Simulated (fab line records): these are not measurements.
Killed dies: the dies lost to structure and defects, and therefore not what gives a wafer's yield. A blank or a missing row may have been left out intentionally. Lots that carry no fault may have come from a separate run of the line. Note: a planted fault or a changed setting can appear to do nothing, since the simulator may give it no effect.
Chamber matching / flow n5Finfet / N5_BEOL_M0_PRE_CLEAN_131 on cvdCo-02: 3 sister chambers
The step time 15 s. 3 wafers are shown with their chamber, then 12 later ones without.

== WAFERS WITH THEIR CHAMBER ==
wafer=L089.5; chamber=1; heaterPowerW (W)=76
wafer=L091.5; chamber=2; heaterPowerW (W)=74
wafer=L091.6; chamber=0; heaterPowerW (W)=67

== WAFERS WITHOUT THEIR CHAMBER ==
wafer=L094.3; heaterPowerW (W)=68
wafer=L094.4; heaterPowerW (W)=67
wafer=L094.5; heaterPowerW (W)=77
wafer=L095.1; heaterPowerW (W)=76
wafer=L095.4; heaterPowerW (W)=72
wafer=L095.6; heaterPowerW (W)=67
wafer=L096.2; heaterPowerW (W)=78
wafer=L096.3; heaterPowerW (W)=74
wafer=L096.4; heaterPowerW (W)=74
wafer=L097.1; heaterPowerW (W)=78
wafer=L097.3; heaterPowerW (W)=69
wafer=L097.6; heaterPowerW (W)=74

== THE CHAMBER EACH PASSED THROUGH ==
wafer=L094.3; from the rows above=0; in truth=0
wafer=L094.4; from the rows above=0; in truth=0
wafer=L094.5; from the rows above=can't be placed: 1 or 2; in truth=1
wafer=L095.1; from the rows above=can't be placed: 1 or 2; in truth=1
wafer=L095.4; from the rows above=can't be placed: 2 or 1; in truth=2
wafer=L095.6; from the rows above=0; in truth=0
wafer=L096.2; from the rows above=can't be placed: 1 or 2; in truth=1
wafer=L096.3; from the rows above=can't be placed: 2 or 1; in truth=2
wafer=L096.4; from the rows above=can't be placed: 2 or 1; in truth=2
wafer=L097.1; from the rows above=can't be placed: 1 or 2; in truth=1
wafer=L097.3; from the rows above=0; in truth=0
wafer=L097.6; from the rows above=can't be placed: 2 or 1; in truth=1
4 of 12 placed correctly. These rows do not allow placing 8 (true chamber among the candidates in 8). Wrongly placed: 0.
How it was worked out, from the rows above alone: a wafer's distance from a chamber is the root of the sum, over the readings, of the square of ((its reading less the chamber's mean) divided by the reading's scatter). The wafer belongs to the nearest chamber; if the next one is less than 2 further off, it can't be placed. Each chamber's mean is taken over the wafers shown for it. The scatter: with one shown wafer a chamber, the root of the mean of the squares of how far each hidden wafer lies from its nearest shown one.
